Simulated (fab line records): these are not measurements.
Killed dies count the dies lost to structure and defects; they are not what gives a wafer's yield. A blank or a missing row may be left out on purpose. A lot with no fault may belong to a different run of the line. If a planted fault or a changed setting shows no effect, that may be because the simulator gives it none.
Which of the tools did it? + flow n5_finfet + Sampling: 9 lots, 27 wafers, 5 of 1938 route steps

## WHAT THE GAUGES READ, wafer by wafer
N5_BEOL_M0_SAQP_CD_MEAS_40 targets a cd of 30 nm. Usual: 29.97 nm for cd_nm, sd 0.24.
| lot  | measured     | on        | cd_nm (nm)        | flag |
|------|--------------|-----------|-------------------|------|
| L528 | day 5 23:17  | cd_sem-01 | 29.89 29.88 30.09 |      |
| L533 | day 7 05:55  | cd_sem-03 | 29.94 29.64 30.23 |      |
| L534 | day 7 08:41  | cd_sem-02 | 29.59 29.96 30.05 |      |
| L535 | day 8 01:36  | cd_sem-01 | 29.88 30.42 30.42 |      |
| L539 | day 9 00:57  | cd_sem-01 | 30.21 29.94 30.23 |      |
| L542 | day 9 12:55  | cd_sem-01 | 29.83 29.91 29.49 |      |
| L543 | day 9 15:01  | cd_sem-02 | 29.49 29.53 29.29 |      |
| L549 | day 11 05:31 | cd_sem-01 | 29.49 29.88 30.23 |      |
| L550 | day 11 16:04 | cd_sem-02 | 30.55 30.07 30.35 |      |

N5_BEOL_M0_CUTY_OVL_MEAS_58. Usual: M0_ABLK_OVL typically reads -0.4 nm, with standard deviation 0.64.
| lot  | measured     | on         | M0_ABLK_OVL (nm) | flag |
|------|--------------|------------|------------------|------|
| L528 | day 6 01:34  | overlay-01 | -1.6 -0.2 -1.0   |      |
| L533 | day 7 07:15  | overlay-02 | 0.4 0.6 0.3      |      |
| L534 | day 7 10:17  | overlay-01 | 0.2 0.5 -0.2     |      |
| L535 | day 8 03:07  | overlay-02 | -1.0 -0.2 -1.0   |      |
| L539 | day 9 02:25  | overlay-02 | 0.9 0.2 -0.4     |      |
| L542 | day 9 14:15  | overlay-01 | -0.3 0.3 -0.5    |      |
| L543 | day 9 16:28  | overlay-01 | -1.9 -1.0 -1.1   |      |
| L549 | day 11 07:56 | overlay-02 | -0.6 -0.6 -0.5   |      |
| L550 | day 11 17:31 | overlay-01 | -0.4 -1.4 -1.4   |      |

N5_BEOL_M4_RC_MEAS_101. Usual: DIBL_N 35.9 mV/V, standard deviation 1.4; DIBL_P 35.9 mV/V, standard deviation 1.7; IOFF_N 0.155 nA/um, standard deviation 0.023; IOFF_P 0.201 nA/um, standard deviation 0.029; ION_N 672 uA/um, standard deviation 8.8; ION_P 460 uA/um, standard deviation 7; SS_N 71.6 mV/dec, standard deviation 0.48; SS_P 73.1 mV/dec, standard deviation 0.64; VT_N 250.0 mV, standard deviation 3; VT_P -251.6 mV, standard deviation 3.
| lot  | measured     | on        | DIBL_N (mV/V)  | DIBL_P (mV/V)  | IOFF_N (nA/um)    | IOFF_P (nA/um)    | ION_N (uA/um) | ION_P (uA/um) | SS_N (mV/dec)  | SS_P (mV/dec)  | VT_N (mV)         | VT_P (mV)            | flag |
|------|--------------|-----------|----------------|----------------|-------------------|-------------------|---------------|---------------|----------------|----------------|-------------------|----------------------|------|
| L528 | day 8 04:57  | prober-02 | 34.9 34.1 35.3 | 33.6 33.5 35.0 | 0.130 0.120 0.145 | 0.184 0.181 0.213 | 652 660 664   | 452 455 463   | 71.9 71.0 71.7 | 72.2 72.6 72.7 | 256.1 254.3 251.9 | -249.7 -250.7 -250.3 |      |
| L533 | day 9 10:04  | prober-01 | 34.1 35.3 36.0 | 35.0 36.8 37.7 | 0.128 0.150 0.161 | 0.162 0.179 0.186 | 660 674 676   | 452 457 460   | 71.6 71.1 72.0 | 72.4 73.4 73.6 | 252.3 249.7 251.4 | -254.1 -254.3 -253.0 |      |
| L534 | day 10 00:45 | prober-02 | 33.8 35.1 34.4 | 33.6 34.5 34.1 | 0.126 0.141 0.131 | 0.147 0.155 0.148 | 669 669 665   | 453 443 448   | 70.9 71.8 70.8 | 72.7 72.7 72.1 | 251.1 251.5 252.5 | -256.9 -256.8 -256.1 |      |
| L535 | day 10 08:11 | prober-01 | 37.8 38.1 36.6 | 38.9 38.7 35.8 | 0.193 0.199 0.166 | 0.216 0.217 0.174 | 688 687 660   | 460 466 446   | 71.6 71.6 71.7 | 74.2 74.5 72.2 | 244.7 247.1 249.3 | -251.0 -250.6 -253.7 |      |
| L539 | day 11 05:29 | prober-02 | 36.2 35.2 37.1 | 34.6 33.5 35.2 | 0.138 0.123 0.146 | 0.180 0.166 0.188 | 671 666 672   | 461 453 462   | 70.9 70.5 71.4 | 72.2 72.1 72.7 | 249.2 253.1 251.4 | -253.5 -256.0 -252.9 |      |
| L542 | day 12 10:29 | prober-02 | 35.5 36.6 37.5 | 36.6 37.4 38.9 | 0.145 0.164 0.188 | 0.221 0.237 0.267 | 674 683 684   | 471 474 476   | 71.6 72.0 71.8 | 73.2 73.5 73.9 | 250.0 247.9 245.9 | -247.2 -245.8 -244.8 |      |
| L543 | day 12 05:29 | prober-01 | 38.6 39.0 37.4 | 36.4 37.3 35.3 | 0.165 0.177 0.144 | 0.210 0.217 0.196 | 677 675 675   | 464 457 458   | 71.7 71.8 71.4 | 73.7 74.6 73.4 | 249.1 250.3 247.9 | -251.6 -251.7 -251.1 |      |
| L549 | day 13 18:04 | prober-01 | 35.9 37.2 34.9 | 35.7 35.9 34.2 | 0.155 0.157 0.132 | 0.183 0.196 0.171 | 679 670 666   | 461 454 451   | 71.4 71.7 70.5 | 72.8 73.5 73.4 | 248.4 250.7 252.3 | -253.1 -252.3 -254.2 |      |
| L550 | day 13 23:38 | prober-02 | 35.6 34.9 33.5 | 34.0 34.2 32.8 | 0.141 0.131 0.113 | 0.186 0.198 0.168 | 649 668 654   | 448 462 454   | 71.7 71.1 71.0 | 72.6 73.4 72.6 | 255.4 250.9 256.9 | -253.7 -251.9 -252.6 |      |

## WHICH TOOL RAN EACH LOT (tool, then ch and the chambers of the sampled wafers, then the start)
| lot  | N5_BEOL_M0_SAQP_ETCH_88            | N5_BEOL_M0_ETCH_138                |
|------|------------------------------------|------------------------------------|
| L528 | rie_diel-03 ch 0,3, day 5 23:26    | rie_diel-02 ch 0,1, day 6 01:50    |
| L533 | rie_diel-04 ch 2,3, day 7 06:05    | rie_diel-02 ch 0,1,3, day 7 08:02  |
| L534 | rie_diel-04 ch 0,2,3, day 7 08:51  | rie_diel-05 ch 1,3, day 7 10:38    |
| L535 | rie_diel-01 ch 0,1,3, day 8 01:49  | rie_diel-02 ch 0,1,3, day 8 03:23  |
| L539 | rie_diel-03 ch 0,2,3, day 9 01:06  | rie_diel-06 ch 0,1,3, day 9 03:04  |
| L542 | rie_diel-03 ch 0,2,3, day 9 13:04  | rie_diel-02 ch 0,2, day 9 14:42    |
| L543 | rie_diel-01 ch 0,2,3, day 9 15:10  | rie_diel-02 ch 0,1,3, day 9 16:44  |
| L549 | rie_diel-04 ch 1,2, day 11 05:42   | rie_diel-06 ch 2,3, day 11 08:31   |
| L550 | rie_diel-03 ch 0,2,3, day 11 16:13 | rie_diel-05 ch 0,2,3, day 11 17:47 |
- N5_BEOL_M0_SAQP_ETCH_88: etches underlayer in N2/H2, target depth 6.5 nm, time 5.2 s.
- N5_BEOL_M0_ETCH_138: etches SiCN in CH3F/O2, target depth 12 nm, time 31.6 s.

## WHAT THE TOOLS THEMSELVES READ (means of the sampled wafers that have a number; where no wafer has one, the mark that the record gives instead)
N5_BEOL_M0_SAQP_ETCH_88. Usual: drypump_motor_current_A is 5.9 A with standard deviation 0.58, etch_rf_on_time_s is 5.18 s with standard deviation 0.063, oes_product_au is 0.65 a.u. with standard deviation 0.076, rf_fwd_power_W is 819.8 W with standard deviation 2.6, rf_vpp_V is 524 V with standard deviation 3.2, showerhead_plenum_p_Torr is 2.55 Torr with standard deviation 0.1, and throttle_valve_pct is 17.84 % with standard deviation 0.22.
| lot  | tool        | drypump_motor_current_A (A) | etch_rf_on_time_s (s) | oes_product_au (a.u.) | rf_fwd_power_W (W) | rf_vpp_V (V) | showerhead_plenum_p_Torr (Torr) | throttle_valve_pct (%) | flag |
|------|-------------|-----------------------------|-----------------------|-----------------------|--------------------|--------------|---------------------------------|------------------------|------|
| L528 | rie_diel-03 | 6.0                         | 5.24                  | 0.60                  | 821.8              | 519          | 2.41                            | 17.81                  |      |
| L533 | rie_diel-04 | 6.3                         | 5.16                  | 0.60                  | 821.2              | 522          | 2.48                            | 17.89                  |      |
| L534 | rie_diel-04 | 6.1                         | 5.18                  | 0.62                  | 818.5              | 523          | 2.53                            | 17.90                  |      |
| L535 | rie_diel-01 | 5.6                         | 5.17                  | 0.77                  | 817.6              | 524          | 2.59                            | 17.65                  |      |
| L539 | rie_diel-03 | 5.7                         | 5.14                  | 0.68                  | 818.3              | 525          | 2.55                            | 17.74                  |      |
| L542 | rie_diel-03 | 5.7                         | 5.19                  | 0.67                  | 817.8              | 524          | 2.55                            | 17.76                  |      |
| L543 | rie_diel-01 | 6.2                         | 5.15                  | 0.76                  | 819.1              | 523          | 2.55                            | 17.69                  |      |
| L549 | rie_diel-04 | 5.6                         | 5.06                  | 0.72                  | 818.7              | 525          | 2.55                            | 17.81                  |      |
| L550 | rie_diel-03 | 5.7                         | 5.19                  | 0.66                  | 822.1              | 524          | 2.54                            | 17.78                  |      |

N5_BEOL_M0_ETCH_138. Usual: drypump_motor_current_A is 5.8 A with standard deviation 0.49, etch_rf_on_time_s is 29.3 s with standard deviation 0.69, oes_product_au is 0.67 a.u. with standard deviation 0.082, rf_fwd_power_W is 386.6 W with standard deviation 1.6, rf_vpp_V is 297.9 V with standard deviation 1.7, showerhead_plenum_p_Torr is 2.03 Torr with standard deviation 0.074, and throttle_valve_pct is 16.30 % with standard deviation 0.26.
| lot  | tool        | drypump_motor_current_A (A) | etch_rf_on_time_s (s) | oes_product_au (a.u.) | rf_fwd_power_W (W) | rf_vpp_V (V) | showerhead_plenum_p_Torr (Torr) | throttle_valve_pct (%) | flag |
|------|-------------|-----------------------------|-----------------------|-----------------------|--------------------|--------------|---------------------------------|------------------------|------|
| L528 | rie_diel-02 | 6.5                         | 29.1                  | 0.69                  | 387.2              | 298.6        | 2.07                            | 16.01                  |      |
| L533 | rie_diel-02 | 6.2                         | 29.5                  | 0.64                  | 386.2              | 298.3        | 2.02                            | 16.17                  |      |
| L534 | rie_diel-05 | 5.1                         | 30.1                  | 0.67                  | 389.2              | 298.3        | 2.04                            | 16.45                  |      |
| L535 | rie_diel-02 | 6.2                         | 30.0                  | 0.64                  | 385.6              | 297.5        | 2.02                            | 16.19                  |      |
| L539 | rie_diel-06 | 5.8                         | 29.1                  | 0.72                  | 386.1              | 299.3        | 2.07                            | 16.42                  |      |
| L542 | rie_diel-02 | 6.1                         | 27.4                  | 0.65                  | 465.7              | 283.8        | 2.04                            | 16.23                  | OFF  |
| L543 | rie_diel-02 | 6.2                         | 28.5                  | 0.65                  | 465.7              | 282.1        | 2.02                            | 16.20                  | OFF  |
| L549 | rie_diel-06 | 5.5                         | 28.7                  | 0.67                  | 386.1              | 298.6        | 2.04                            | 16.35                  |      |
| L550 | rie_diel-05 | 5.4                         | 29.3                  | 0.68                  | 386.9              | 298.2        | 2.04                            | 16.18                  |      |

## THE ANSWER, worked out from the rows above alone
Rule: a lot is off if the mean of its wafers that have a number lies more than 3 standard deviations from the usual mean. A lot without any number at a reading at which 4 lots or more have one is off too. All remaining lots with rows at the step are treated as sound. Order of review: gauges by route order, followed by the tools' own readings, for which a lot's mean as printed above is used. At the first step where some lot is off, the reading lying furthest off is the one used; lots without a number count as furthest.
Off, at N5_BEOL_M0_ETCH_138 on rf_fwd_power_W: L542, L543.
A tool fits if, at that step or a process step before it, it ran every lot that is off, and no sound lot after the first of them. One fits: rie_diel-02 at N5_BEOL_M0_ETCH_138. A fault onset in the window from L535 (day 8 03:23, its last sound lot) to L542 (day 9 14:42, its first lot off) fits.
The tool's own readings at N5_BEOL_M0_ETCH_138 bear it out: on the lots that are off they differ by more than 5 times the standard deviation of the sound lots' means. rf_fwd_power_W reads 465.7 W there against 386.8 W on the sound lots; rf_vpp_V reads 283.0 V there against 298.4 V on the sound lots.

## WHAT WAS PUT IN BY THE SIMULATOR
rie_diel-02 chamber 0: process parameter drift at N5_BEOL_M0_ETCH_138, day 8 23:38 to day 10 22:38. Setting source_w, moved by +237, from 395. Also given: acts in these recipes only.
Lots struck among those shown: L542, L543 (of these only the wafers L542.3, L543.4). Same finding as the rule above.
